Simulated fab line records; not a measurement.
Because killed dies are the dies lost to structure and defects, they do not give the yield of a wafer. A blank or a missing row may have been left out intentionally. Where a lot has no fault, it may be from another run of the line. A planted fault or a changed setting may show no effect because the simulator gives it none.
Which tool was responsible? + flow nandHarc + 23 lots with 69 wafers sampled at 3 steps, on a route of 1159 steps

== WHAT EACH GAUGE READ, for each wafer ==
NHARC_P_M1_THK_MEAS_24: measures by xrf.
| lot  | measured     | on           | thkNm (nm)        |
|------|--------------|--------------|-------------------|
| L074 | day 6 05:25  | filmMetro-02 | 158.6 157.4 157.5 |
| L075 | day 6 18:28  | filmMetro-01 | 157.4 159.5 159.6 |
| L076 | day 6 18:58  | filmMetro-01 | 159.2 158.2 156.1 |
| L077 | day 6 20:34  | filmMetro-02 | 154.1 155.2 156.5 |
| L079 | day 7 11:14  | filmMetro-01 | 158.7 159.1 159.9 |
| L078 | day 7 12:06  | filmMetro-02 | 155.8 156.6 158.5 |
| L080 | day 7 12:24  | filmMetro-01 | 156.4 155.8 157.2 |
| L083 | day 8 05:46  | filmMetro-02 | 159.5 160.0 158.1 |
| L082 | day 8 08:32  | filmMetro-02 | 159.1 158.6 158.5 |
| L085 | day 8 19:36  | filmMetro-01 | 156.6 155.9 153.6 |
| L084 | day 8 19:55  | filmMetro-01 | 159.0 157.5 156.8 |
| L086 | day 9 08:29  | filmMetro-02 | 158.9 161.4 157.4 |
| L088 | day 9 08:50  | filmMetro-01 | 158.3 156.9 156.1 |
| L087 | day 9 09:37  | filmMetro-01 | 156.7 158.8 160.0 |
| L089 | day 10 00:57 | filmMetro-01 | 157.2 157.4 158.7 |
| L090 | day 10 01:46 | filmMetro-02 | 155.8 155.3 157.5 |
| L092 | day 10 11:27 | filmMetro-02 | 155.8 156.4 157.8 |
| L091 | day 10 11:44 | filmMetro-02 | 158.7 158.2 158.9 |
| L093 | day 10 15:25 | filmMetro-01 | 160.5 158.8 156.9 |
| L094 | day 11 03:22 | filmMetro-01 | 157.2 155.4 157.5 |
| L095 | day 11 07:53 | filmMetro-01 | 158.8 156.4 157.6 |
| L097 | day 11 12:42 | filmMetro-02 | 156.5 155.5 155.1 |
| L096 | day 11 13:49 | filmMetro-01 | 158.1 158.9 157.0 |

== WHICH TOOL RAN EACH LOT (tool, then ch and the chambers of the sampled wafers, then the start) ==
| lot  | NHARC_P_M1_ETCH_28                           | NHARC_P_M1_ANNEAL_31            |
|------|----------------------------------------------|---------------------------------|
| L074 | rieDiel-06 ch 2,3, day 6 04:45 or earlier    | rtpAnneal-02 ch 0, day 6 04:45  |
| L075 | rieDiel-06 ch 1,2, day 6 17:58 or earlier    | rtpAnneal-01 ch 0, day 6 17:58  |
| L076 | rieDiel-04 ch 0,2, day 6 18:17 or earlier    | rtpAnneal-02 ch 0, day 6 18:17  |
| L077 | rieDiel-04 ch 0,1,2, day 6 19:53 or earlier  | rtpAnneal-02 ch 0, day 6 19:53  |
| L079 | rieDiel-06 ch 0,1,3, day 7 10:37 or earlier  | rtpAnneal-01 ch 0, day 7 10:37  |
| L078 | rieDiel-06 ch 0,1,2, day 7 11:29 or earlier  | rtpAnneal-02 ch 0, day 7 11:29  |
| L080 | rieDiel-01 ch 0,1, day 7 11:45 or earlier    | rtpAnneal-02 ch 0, day 7 11:45  |
| L083 | rieDiel-01 ch 0,1,2, day 8 05:12 or earlier  | rtpAnneal-02 ch 0, day 8 05:12  |
| L082 | rieDiel-04 ch 0,1,2, day 8 07:55 or earlier  | rtpAnneal-02 ch 0, day 8 07:55  |
| L085 | rieDiel-06 ch 0,1, day 8 18:56 or earlier    | rtpAnneal-01 ch 0, day 8 18:56  |
| L084 | rieDiel-01 ch 0,1,2, day 8 19:18 or earlier  | rtpAnneal-01 ch 0, day 8 19:18  |
| L086 | rieDiel-04 ch 1,3, day 9 07:49 or earlier    | rtpAnneal-01 ch 0, day 9 07:49  |
| L088 | rieDiel-06 ch 1,3, day 9 08:11 or earlier    | rtpAnneal-02 ch 0, day 9 08:11  |
| L087 | rieDiel-04 ch 0,3, day 9 09:00 or earlier    | rtpAnneal-01 ch 0, day 9 09:00  |
| L089 | rieDiel-04 ch 0,1, day 10 00:20 or earlier   | rtpAnneal-01 ch 0, day 10 00:20 |
| L090 | rieDiel-06 ch 0,3, day 10 01:06 or earlier   | rtpAnneal-01 ch 0, day 10 01:06 |
| L092 | rieDiel-06 ch 1, day 10 09:24                | rtpAnneal-02 ch 0, day 10 10:47 |
| L091 | rieDiel-01 ch 0,1, day 10 11:05 or earlier   | rtpAnneal-01 ch 0, day 10 11:05 |
| L093 | rieDiel-01 ch 0,3, day 10 14:49 or earlier   | rtpAnneal-02 ch 0, day 10 14:49 |
| L094 | rieDiel-01 ch 0,1, day 11 02:48 or earlier   | rtpAnneal-01 ch 0, day 11 02:48 |
| L095 | rieDiel-04 ch 0,2, day 11 07:17 or earlier   | rtpAnneal-02 ch 0, day 11 07:17 |
| L097 | rieDiel-04 ch 2,3, day 11 12:02 or earlier   | rtpAnneal-02 ch 0, day 11 12:02 |
| L096 | rieDiel-06 ch 0,1,2, day 11 13:08 or earlier | rtpAnneal-02 ch 0, day 11 13:08 |
- NHARC_P_M1_ETCH_28: etches the open film in CF4/N2, target depth 30 nm, time 72.99 s.
- NHARC_P_M1_ANNEAL_31: time 90 s.

== AS READ BY THE TOOLS THEMSELVES (means over the sampled wafers that have a number; for cases with no such wafer, the mark the record gives instead) ==
NHARC_P_M1_ETCH_28.
| lot  | tool       | drypumpMotorCurrentA (A) | oesProductAu (a.u.) | rfFwdPowerW (W) | rfVppV (V) | showerheadPlenumPTorr (Torr) | throttleValvePct (%) |
|------|------------|--------------------------|---------------------|-----------------|------------|------------------------------|----------------------|
| L074 | rieDiel-06 | 5.6                      | 1.002               | 296.6           | 315.6      | 2.67                         | 19.800               |
| L075 | rieDiel-06 | 5.8                      | 0.995               | 296.4           | 314.9      | 2.61                         | 19.793               |
| L076 | rieDiel-04 | 5.5                      | 0.994               | 296.7           | 314.4      | 2.65                         | 19.796               |
| L077 | rieDiel-04 | 5.6                      | 0.994               | 297.0           | 314.1      | 2.60                         | 19.795               |
| L079 | rieDiel-06 | 6.2                      | 0.998               | 297.6           | 315.2      | 2.69                         | 19.800               |
| L078 | rieDiel-06 | 6.1                      | 1.000               | 298.3           | 314.9      | 2.66                         | 19.798               |
| L080 | rieDiel-01 | 5.8                      | 1.003               | 297.2           | 314.9      | 2.65                         | 19.802               |
| L083 | rieDiel-01 | 5.7                      | 1.007               | 297.3           | 316.3      | 2.70                         | 19.801               |
| L082 | rieDiel-04 | 5.6                      | 0.998               | 296.5           | 314.1      | 2.59                         | 19.797               |
| L085 | rieDiel-06 | 6.4                      | 1.004               | 297.1           | 315.2      | 2.72                         | 19.792               |
| L084 | rieDiel-01 | 5.7                      | 0.998               | 296.6           | 315.3      | 2.70                         | 19.790               |
| L086 | rieDiel-04 | 5.7                      | 0.988               | 297.8           | 312.0      | 2.53                         | 19.802               |
| L088 | rieDiel-06 | 6.1                      | 1.012               | 297.2           | 313.5      | 2.60                         | 19.797               |
| L087 | rieDiel-04 | 5.5                      | 0.991               | 296.0           | 314.4      | 2.64                         | 19.785               |
| L089 | rieDiel-04 | 5.1                      | 0.994               | 297.3           | 314.3      | 2.66                         | 19.801               |
| L090 | rieDiel-06 | 6.3                      | 1.005               | 297.3           | 317.4      | 2.78                         | 19.786               |
| L092 | rieDiel-06 | 6.3                      | 1.005               | 296.5           | 312.6      | 2.54                         | 19.794               |
| L091 | rieDiel-01 | 6.0                      | 0.996               | 296.2           | 315.3      | 2.67                         | 19.793               |
| L093 | rieDiel-01 | 6.4                      | 1.011               | 296.6           | 313.9      | 2.63                         | 19.802               |
| L094 | rieDiel-01 | 6.0                      | 0.998               | 297.8           | 314.7      | 2.67                         | 19.781               |
| L095 | rieDiel-04 | 5.5                      | 0.993               | 297.8           | 314.5      | 2.65                         | 19.790               |
| L097 | rieDiel-04 | 6.3                      | 0.997               | 296.1           | 313.1      | 2.50                         | 19.792               |
| L096 | rieDiel-06 | 6.1                      | 1.003               | 297.4           | 314.7      | 2.66                         | 19.798               |

NHARC_P_M1_ANNEAL_31.
| lot  | tool         | wafer_temp_C_max |
|------|--------------|------------------|
| L074 | rtpAnneal-02 | 226.3            |
| L075 | rtpAnneal-01 | 225.9            |
| L076 | rtpAnneal-02 | 226.4            |
| L077 | rtpAnneal-02 | 226.7            |
| L079 | rtpAnneal-01 | 225.7            |
| L078 | rtpAnneal-02 | 226.5            |
| L080 | rtpAnneal-02 | 226.4            |
| L083 | rtpAnneal-02 | 226.5            |
| L082 | rtpAnneal-02 | 226.3            |
| L085 | rtpAnneal-01 | 225.4            |
| L084 | rtpAnneal-01 | 225.7            |
| L086 | rtpAnneal-01 | 225.8            |
| L088 | rtpAnneal-02 | 226.6            |
| L087 | rtpAnneal-01 | 225.5            |
| L089 | rtpAnneal-01 | 225.8            |
| L090 | rtpAnneal-01 | 225.9            |
| L092 | rtpAnneal-02 | 226.3            |
| L091 | rtpAnneal-01 | 225.7            |
| L093 | rtpAnneal-02 | 226.1            |
| L094 | rtpAnneal-01 | 225.9            |
| L095 | rtpAnneal-02 | 226.2            |
| L097 | rtpAnneal-02 | 226.4            |
| L096 | rtpAnneal-02 | 226.5            |

== THE ANSWER, worked out from the rows above alone ==
Rule: usual is defined by the lots themselves. Put in order of their means at a reading, lots are off if they are a third of the lots or fewer, leave a main group of 4 or more, and stand apart from it by a gap of 3 or more times the standard deviation of the main group's means; of several such gaps the widest counts. A main group is skipped when, at the precision printed for the reading in the tables above, its means are all equal. Also off: a lot with no number at a reading for which 4 or more lots have one. All remaining lots with rows at the step are treated as sound. Order of review: gauges by route order, followed by the tools' own readings, for which a lot's mean as printed above is used. At the first step where some lot is off, the reading lying furthest off is the one used; lots without a number count as furthest.
Nothing can be told from this: no lot is off at any reading shown.

== WHAT WAS PUT IN BY THE SIMULATOR ==
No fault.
